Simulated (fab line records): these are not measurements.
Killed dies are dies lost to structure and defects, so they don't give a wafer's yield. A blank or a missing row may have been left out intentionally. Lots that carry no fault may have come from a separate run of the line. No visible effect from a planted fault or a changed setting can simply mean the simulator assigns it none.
fab line records -- flow nand-harc
record: lots: 6, wafers: 18, last-day: 33
route steps=1302 shown A_CONTACT@989 END@1302
lots that met no fault: from a run of the same line without faults
start-h: start of the lot's first displayed wafer, in hours after the record's first day -- wait-h: time in hours since the lot's previous step -- " as in the row above -- L1.1+2: several wafers, shown together as one row -- - no value, or no start given -- * or withheld: withheld -- < > ~ a bound
route shown NAME@n: a module of which the file shows steps, and the number in the route of the first -- usual: average and standard deviation across the fault-free wafers -- same: alike in all rows -- chamber/n: place in a boat -- sites: the reading at each site -- _std_site: the values' standard deviation -- _edge_site: the outer-site mean with the inner-site mean subtracted -- radius-mm: how far each site lies from the wafer's centre -- mask NAME#n: copy n -- behind: the last tool/chamber to shape the wafer -- hold: reason for holding the lot/hours on hold/outcome of the hold -- device: transistor that didn't switch, given as n, p or np -- end of line: the route-end tests of the same wafers -- a step given without rows: its recipe and nothing more -- killed: at the first sort, the dies lost to defects and structure; wafer yield is something else -- map: shows each die of a wafer: x if killed, . if not, _ if none is there
set.NAME: the setting that was run; set.NAME@STEP: the one run at that earlier step -- model.NAME: the simulator's own value behind a step, which no gauge read
lots seen at some steps along the route; tables by step, rows by wafer
services: from which hour (start-h, from the record's first day; less than 0 if before it) a tool's chamber was out of use, for how many hours, and why
== steps ==
step: NHARC_A_CONTACT_COAT_34
recipe: temp-c: 260, time-s: 75
step: NHARC_A_CONTACT_COAT_35
recipe: temp-c: 225, time-s: 65
step: NHARC_A_CONTACT_COAT_36
recipe: spin-rpm: 1500, resist-thk-nm: 90
step: NHARC_A_CONTACT_SOFTBAKE_37
recipe: temp-c: 105, time-s: 55
step: NHARC_A_CONTACT_EBR_38
step: NHARC_A_CONTACT_EXPOSE_39
recipe: na: 1.35, sigma-outer: 0.8, dose-mj: 58.79, mask-id: A_CC_3
step: NHARC_A_CONTACT_PEB_40
recipe: peb-temp-c: 100, peb-time-s: 65
step: NHARC_A_CONTACT_DEVELOP_41
recipe: develop-time-s: 35, dev-temp-c: 23
step: NHARC_A_CONTACT_CD_MEAS_42
recipe: target-cd-nm: 300, landing-energy-ev: 500
usual: cd-nm: 300.2/0.72
same: landing-energy-ev: 500
lot.wafer,tool,chamber,start-h,wait-h,cd-nm
L862.1,cd-sem-01,0,541.41,-,301.5
L862.2,cd-sem-01,0,541.41,-,299.6
L862.4,cd-sem-01,0,541.41,-,301.0
L867.1,cd-sem-02,0,588.81,-,299.8
L867.3,cd-sem-02,0,588.81,-,301.2
L867.4,cd-sem-02,0,588.81,-,300.0
L875.2,cd-sem-02,0,657.00,-,300.7
L875.5,cd-sem-02,0,657.00,-,299.2
L875.6,cd-sem-02,0,657.00,-,299.9
L874.3,cd-sem-01,0,659.43,-,300.0
L874.4,cd-sem-01,0,659.43,-,300.9
L874.6,cd-sem-01,0,659.43,-,300.7
L877.1,cd-sem-02,0,684.18,-,301.7
L877.5,cd-sem-02,0,684.18,-,300.1
L877.6,cd-sem-02,0,684.18,-,301.3
L878.3,cd-sem-03,0,708.28,-,300.8
L878.4,cd-sem-03,0,708.28,-,300.2
L878.6,cd-sem-03,0,708.28,-,300.1
step: NHARC_A_CONTACT_OVL_MEAS_43
usual: overlay-x-nm: 0.2/0.87, overlay-y-nm: 0.0/0.8
lot.wafer,tool,chamber,start-h,wait-h,overlay-x-nm,overlay-y-nm
L862.1,overlay-01,-,541.50,-,-1.0,-0.4
L862.2,overlay-01,-,541.50,-,-1.3,-0.7
L862.4,overlay-01,-,541.50,-,-0.9,-0.8
L867.1,overlay-02,-,588.90,-,0.7,1.7
L867.3,overlay-02,-,588.90,-,0.8,2.2
L867.4,overlay-02,-,588.90,-,0.5,1.5
L875.2,overlay-01,-,657.08,-,0.1,0.2
L875.5,overlay-01,-,657.08,-,0.5,0.2
L875.6,overlay-01,-,657.08,-,0.6,0.1
L874.3,overlay-01,-,659.52,-,2.0,-0.1
L874.4,overlay-01,-,659.52,-,1.7,0.0
L874.6,overlay-01,-,659.52,-,1.5,0.0
L877.1,overlay-01,-,684.26,-,-0.5,1.2
L877.5,overlay-01,-,684.26,-,0.1,0.6
L877.6,overlay-01,-,684.26,-,0.9,1.3
L878.3,overlay-01,-,708.36,-,-1.1,-1.2
L878.4,overlay-01,-,708.36,-,-1.7,-0.8
L878.6,overlay-01,-,708.36,-,-1.2,-1.0
step: NHARC_A_CONTACT_INSPECT_44
usual: raw-defect-count: 85/31
lot.wafer,tool,chamber,start-h,wait-h,raw-defect-count
L862.1,defect-inspect-02,-,541.53,0.0,61
L862.2,defect-inspect-02,-,541.53,0.0,68
L862.4,defect-inspect-02,-,541.53,0.0,64
L867.1,defect-inspect-02,-,588.94,0.0,109
L867.3,defect-inspect-02,-,588.94,0.0,140
L867.4,defect-inspect-02,-,588.94,0.0,131
L875.2,defect-inspect-02,-,657.12,0.0,116
L875.5,defect-inspect-02,-,657.12,0.0,121
L875.6,defect-inspect-02,-,657.12,0.0,125
L874.3,defect-inspect-01,-,659.56,0.0,61
L874.4,defect-inspect-01,-,659.56,0.0,64
L874.6,defect-inspect-01,-,659.56,0.0,56
L877.1,defect-inspect-02,-,684.30,0.0,78
L877.5,defect-inspect-02,-,684.30,0.0,66
L877.6,defect-inspect-02,-,684.30,0.0,76
L878.3,defect-inspect-01,-,708.40,0.0,28
L878.4,defect-inspect-01,-,708.40,0.0,22
L878.6,defect-inspect-01,-,708.40,0.0,18
step: NHARC_A_CONTACT_DESCUM_47
recipe: time-s: 3, o2-flow-sccm: 200, ar-flow-sccm: 0, bias-power-w: 0, chemistry: O2
usual: drypump-motor-current-A: 5.6/0.42, oes-product-au: 1.002/0.013, rf-vpp-V: 58.1/0.86, showerhead-plenum-p-Torr: 1.96/0.08, throttle-valve-pct: 11.311/0.0078
lot.wafer,tool,chamber,start-h,wait-h,drypump-motor-current-A,oes-product-au,rf-hours-counter-h,rf-vpp-V,showerhead-plenum-p-Torr,throttle-valve-pct
L862.2,rie-diel-03,0,541.67,0.1,5.4,1.008,13,57.3,2.07,11.321
L862.4,rie-diel-03,1,541.67,0.1,5.8,1.024,11,57.8,1.83,11.311
L862.1,rie-diel-03,2,541.67,0.1,6.3,1.003,12,57.1,1.94,11.313
L867.1,rie-diel-03,0,589.01,0.1,5.5,1.002,21,59.4,2.07,11.300
L867.3,rie-diel-03,1,589.01,0.1,5.8,1.014,19,57.0,1.82,11.309
L867.4,rie-diel-03,2,589.01,0.1,6.3,1.000,19,59.2,1.94,11.297
L875.2,rie-diel-03,0,657.19,0.1,5.4,0.996,2,57.6,2.07,11.300
L875.5,rie-diel-03,3,657.19,0.1,4.9,1.015,-,57.6,2.00,11.316
L875.6,rie-diel-03,0,657.19,0.1,5.5,1.000,-,58.3,2.07,11.302
L874.3,rie-diel-11,2,659.62,0.1,6.1,0.998,9,59.1,2.02,11.298
L874.4,rie-diel-11,1,659.62,0.1,5.5,0.989,12,58.4,2.03,11.311
L874.6,rie-diel-11,3,659.62,0.1,6.0,0.996,-,58.3,1.88,11.309
L877.1,rie-diel-03,3,684.38,0.1,4.9,1.016,8,57.6,2.00,11.318
L877.5,rie-diel-03,1,684.38,0.1,5.8,0.993,-,57.2,1.82,11.324
L877.6,rie-diel-03,2,684.38,0.1,6.3,1.019,-,58.5,1.93,11.318
L878.4,rie-diel-10,1,708.47,0.1,5.1,0.991,32,57.8,1.92,11.313
L878.3,rie-diel-10,2,708.47,0.1,5.7,1.000,31,58.1,1.86,11.300
L878.6,rie-diel-10,0,708.47,0.1,5.7,1.010,-,58.6,1.87,11.305
step: NHARC_A_CONTACT_ETCH_48
recipe: target-depth-a: 390, over-etch-frac: 0.3, time-s: 65, ion-energy-ev: 80, cf4-flow-sccm: 150, ar-flow-sccm: 0, rf-w: 300, bias-w: 100, chemistry: CF4
usual: cf4-flow-sccm: 150.1/0.43, drypump-motor-current-A: 5.7/0.4, oes-product-au: 1.003/0.013, rf-vpp-V: 151.8/1.2, run-length-s: 86.3/0.49, showerhead-plenum-p-Torr: 1.80/0.071, throttle-valve-pct: 13.285/0.0094
lot.wafer,tool,chamber,start-h,wait-h,cf4-flow-sccm,drypump-motor-current-A,oes-product-au,rf-hours-counter-h,rf-vpp-V,run-length-s,showerhead-plenum-p-Torr,throttle-valve-pct
L862.4,rie-diel-03,2,541.76,0.1,150.0,6.3,1.004,12,153.0,86.2,1.79,13.293
L862.2,rie-diel-03,3,541.76,0.1,149.5,4.9,1.020,14,152.7,85.8,1.85,13.293
L862.1,rie-diel-03,0,541.76,0.1,150.2,5.5,0.996,13,153.9,86.5,1.90,13.270
L867.3,rie-diel-03,1,589.08,0.1,150.5,5.8,1.027,19,151.2,87.3,1.69,13.304
L867.1,rie-diel-03,3,589.08,0.1,150.1,4.9,1.005,21,152.6,85.7,1.85,13.291
L867.4,rie-diel-03,0,589.08,0.1,149.7,5.5,0.999,21,152.0,86.2,1.90,13.282
L875.2,rie-diel-03,3,657.28,0.1,150.0,4.9,1.027,3,153.2,96.5,1.85,13.282
L875.5,rie-diel-03,1,657.28,0.1,150.8,5.8,1.002,-,150.5,86.9,1.69,13.297
L875.6,rie-diel-03,2,657.28,0.1,150.1,6.3,1.015,-,153.6,97.6,1.79,13.296
L874.3,rie-diel-11,0,659.70,0.1,149.2,5.6,0.991,14,150.1,86.6,1.82,13.289
L874.4,rie-diel-11,2,659.70,0.1,149.8,6.1,1.009,9,152.9,85.8,1.86,13.283
L874.6,rie-diel-11,0,659.70,0.1,149.6,5.7,0.991,-,152.9,86.5,1.82,13.286
L877.1,rie-diel-03,3,684.46,0.1,149.4,4.9,1.028,8,152.0,85.6,1.85,13.291
L877.6,rie-diel-03,1,684.46,0.1,150.4,5.8,1.007,-,149.6,97.8,1.69,13.281
L877.5,rie-diel-03,2,684.46,0.1,150.5,6.3,1.021,-,150.0,86.6,1.78,13.283
L878.3,rie-diel-10,1,708.55,0.1,150.2,5.1,1.003,32,150.8,86.9,1.77,13.284
L878.4,rie-diel-10,2,708.55,0.1,150.2,5.7,0.998,31,151.3,86.5,1.72,13.286
L878.6,rie-diel-10,1,708.55,0.1,150.1,5.2,1.000,-,152.4,87.0,1.77,13.284
step: NHARC_A_CONTACT_ETCH_49
recipe: target-depth-a: 2600, over-etch-frac: 0.3, time-s: 475.3, ion-energy-ev: 200, n2-flow-sccm: 150, h2-flow-sccm: 150, ar-flow-sccm: 0, rf-w: 400, bias-w: 150, chemistry: N2/H2
usual: drypump-motor-current-A: 5.7/0.4, n2-flow-sccm: 150.0/0.47, oes-product-au: 1.002/0.013, rf-vpp-V: 431.9/2.7, run-length-s: 496.6/0.51, showerhead-plenum-p-Torr: 2.09/0.091, throttle-valve-pct: 14.171/0.0081
lot.wafer,tool,chamber,start-h,wait-h,drypump-motor-current-A,n2-flow-sccm,oes-product-au,rf-hours-counter-h,rf-vpp-V,run-length-s,showerhead-plenum-p-Torr,throttle-valve-pct
L862.4,rie-diel-03,3,-,-,5.0,149.5,1.005,14,432.9,496.0,2.15,14.167
L862.1,rie-diel-03,1,-,-,5.8,150.4,1.017,11,427.5,497.5,1.94,14.174
L862.2,rie-diel-03,2,-,-,6.3,149.0,1.007,12,431.7,496.9,2.07,14.170
L867.4,rie-diel-03,0,-,-,5.5,150.2,0.993,21,436.4,496.8,2.21,14.170
L867.3,rie-diel-03,1,-,-,5.8,150.1,1.032,19,426.5,497.4,1.94,14.182
L867.1,rie-diel-03,3,-,-,5.0,150.2,1.010,21,434.2,496.3,2.14,14.168
L875.2,rie-diel-03,1,-,-,5.8,149.9,0.998,3,426.4,497.0,1.94,14.176
L875.5,rie-diel-03,1,-,-,5.8,150.5,0.997,-,428.1,497.0,1.94,14.167
L875.6,rie-diel-03,2,-,-,6.3,149.4,1.009,-,429.8,496.5,2.06,14.181
L874.4,rie-diel-11,3,-,-,6.0,149.9,1.009,14,430.1,496.9,2.01,14.176
L874.3,rie-diel-11,0,-,-,5.6,151.0,0.990,14,432.5,496.7,2.11,14.160
L874.6,rie-diel-11,2,-,-,6.1,149.7,0.994,-,434.1,496.5,2.15,14.181
L877.1,rie-diel-03,1,-,-,5.8,151.1,0.984,9,427.5,497.1,1.94,14.163
L877.5,rie-diel-03,1,-,-,5.8,149.7,0.995,-,428.3,497.2,1.94,14.167
L877.6,rie-diel-03,2,-,-,6.3,150.3,1.005,-,431.3,496.6,2.06,14.169
L878.4,rie-diel-10,3,-,-,5.9,150.1,1.018,36,434.2,495.8,2.18,14.166
L878.3,rie-diel-10,0,-,-,5.7,149.8,1.018,37,430.7,496.2,1.99,14.172
L878.6,rie-diel-10,1,-,-,5.2,149.7,0.995,-,431.2,497.5,2.05,14.159
step: NHARC_END_SORT_01
recipe: temp-c: 25
usual: killed-at-array: 56/17, killed-at-other: 0.9/1.2, killed-at-periphery: 3.9/2.5, killed-dies: 61/17, killed-open: 3.2/1.8, killed-short: 2.7/1.7
same: gross-dies: 677
lot.wafer,tool,chamber,start-h,wait-h,killed-at-array,killed-at-other,killed-at-periphery,killed-dies,killed-open,killed-short
L875.2,prober-02,0,732.20,2.8,93,2,2,97,7,2
L875.5,prober-02,0,734.60,3.7,80,0,0,80,3,4
L875.6,prober-02,0,735.40,4.0,76,1,3,80,4,4
L874.3,prober-02,0,744.97,3.1,44,0,3,47,5,0
L874.4,prober-02,0,745.76,3.4,39,0,8,47,0,0
L874.6,prober-02,0,747.35,4.0,55,0,2,57,4,4
L877.1,prober-01,0,759.93,2.5,38,1,6,45,1,1
killed by level:class
L875.2 A_CHANNEL_HOLE_D1:chamber-film-flake=38 A_SLIT:chamber-film-flake=34 A_CONTACT:chamber-film-flake=7 A_STAIRCASE:chamber-film-flake=3 A_CHANNEL_FILL_D1:geometric-particle:open=2 A_BLC:geometric-particle:open=2 A_WL_FILL:chamber-film-flake=2 A_CHANNEL_HOLE_D2:geometric-particle:open=1
L875.5 A_SLIT:chamber-film-flake=35 A_CHANNEL_HOLE_D1:chamber-film-flake=29 A_CONTACT:chamber-film-flake=4 A_ZERO_WELL:chamber-film-flake=3 A_CHANNEL_FILL_D1:geometric-particle:short=2 A_ONON_D1:geometric-particle:short=1 A_CHANNEL_FILL_D1:geometric-particle:open=1 A_WL_FILL:geometric-particle:short=1
L875.6 A_CHANNEL_HOLE_D1:chamber-film-flake=36 A_SLIT:chamber-film-flake=21 A_STAIRCASE:chamber-film-flake=4 A_CONTACT:chamber-film-flake=4 A_WL_FILL:chamber-film-flake=3 P_CONTACT:geometric-particle:open=1 A_ONON_D1:geometric-particle:short=1 A_CHANNEL_FILL_D1:geometric-particle:open=1
L874.3 A_CHANNEL_HOLE_D1:chamber-film-flake=28 A_CONTACT:chamber-film-flake=6 A_SLIT:chamber-film-flake=5 P_CONTACT:geometric-particle:open=2 A_STAIRCASE:chamber-film-flake=2 P_GATE:geometric-particle:open=1 A_CHANNEL_HOLE_D1:geometric-particle:open=1 A_M0:geometric-particle:open=1
L874.4 A_CHANNEL_HOLE_D1:chamber-film-flake=28 A_CONTACT:chamber-film-flake=5 P_BONDPAD:chamber-film-flake=4 A_SLIT:chamber-film-flake=4 P_CONTACT:chamber-film-flake=3 P_GATE:chamber-film-flake=1 A_ZERO_WELL:chamber-film-flake=1 A_STAIRCASE:chamber-film-flake=1
L874.6 A_CHANNEL_HOLE_D1:chamber-film-flake=32 A_CONTACT:chamber-film-flake=10 A_STAIRCASE:chamber-film-flake=3 A_CHANNEL_FILL_D1:chamber-film-flake=2 P_M0:geometric-particle:open=1 P_M1:geometric-particle:open=1 A_SOURCE_PLATE:geometric-particle:short=1 A_CHANNEL_FILL_D1:geometric-particle:short=1
L877.1 A_CHANNEL_HOLE_D1:chamber-film-flake=13 A_SLIT:chamber-film-flake=12 A_CONTACT:chamber-film-flake=5 P_M2:chamber-film-flake=3 A_CHANNEL_HOLE_D2:chamber-film-flake=3 P_CONTACT:chamber-film-flake=2 A_STAIRCASE:chamber-film-flake=2 A_CHANNEL_FILL_D1:geometric-particle:open=1
== services ==
tool,chamber,start-h,hours,kind
rie-diel-11,0,520.39,3.2,repair
rie-diel-03,2,530.60,5.0,repair
rie-diel-03,0,540.83,-,clean
rie-diel-03,1,540.83,-,clean
rie-diel-03,2,540.83,-,clean
rie-diel-03,3,540.83,-,clean
rie-diel-03,0,565.35,-,clean
rie-diel-03,1,565.35,-,clean
rie-diel-03,2,565.35,-,clean
rie-diel-03,3,565.35,-,clean
rie-diel-03,0,589.88,-,clean
rie-diel-03,1,589.88,-,clean
rie-diel-03,2,589.88,-,clean
rie-diel-03,3,589.88,-,clean
rie-diel-10,-,596.86,9.0,pm
rie-diel-11,-,609.89,9.0,pm
rie-diel-03,0,614.40,-,clean
rie-diel-03,1,614.40,-,clean
rie-diel-03,2,614.40,-,clean
rie-diel-03,-,635.30,9.0,pm
rie-diel-11,-,640.23,0.9,repair
rie-diel-11,2,649.12,6.7,repair
rie-diel-03,3,662.92,3.0,repair
rie-diel-11,2,673.69,7.5,repair
== key ==
first-sign: step: NHARC_A_CONTACT_ETCH_48, reading: run-length-s, direction: up, sigmas: 22, usual: *, struck: *
effect none on later readings
met-at NHARC_A_CONTACT_ETCH_48
struck-wafers L875.2,L875.6,L877.6
tester-left-out L875,L877
onset-between 589.08 657.28
fault: kind: process-parameter-drift, tool: rie-diel-03, chamber: -, onset-h: 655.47, steps: NHARC_A_CONTACT_ETCH_48, channel: time-s, offset: *, shape: step, end-h: 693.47, scope: struck-wafers-only, acts-in: *, stated: *
tester-left-out: of these lots the tester's yield and bins aren't shown, on N5 and GAA mostly nor the transistor test; their killed dies are dies lost to structure and defects alone, not to doping, threshold or leakage, so they don't give the yield
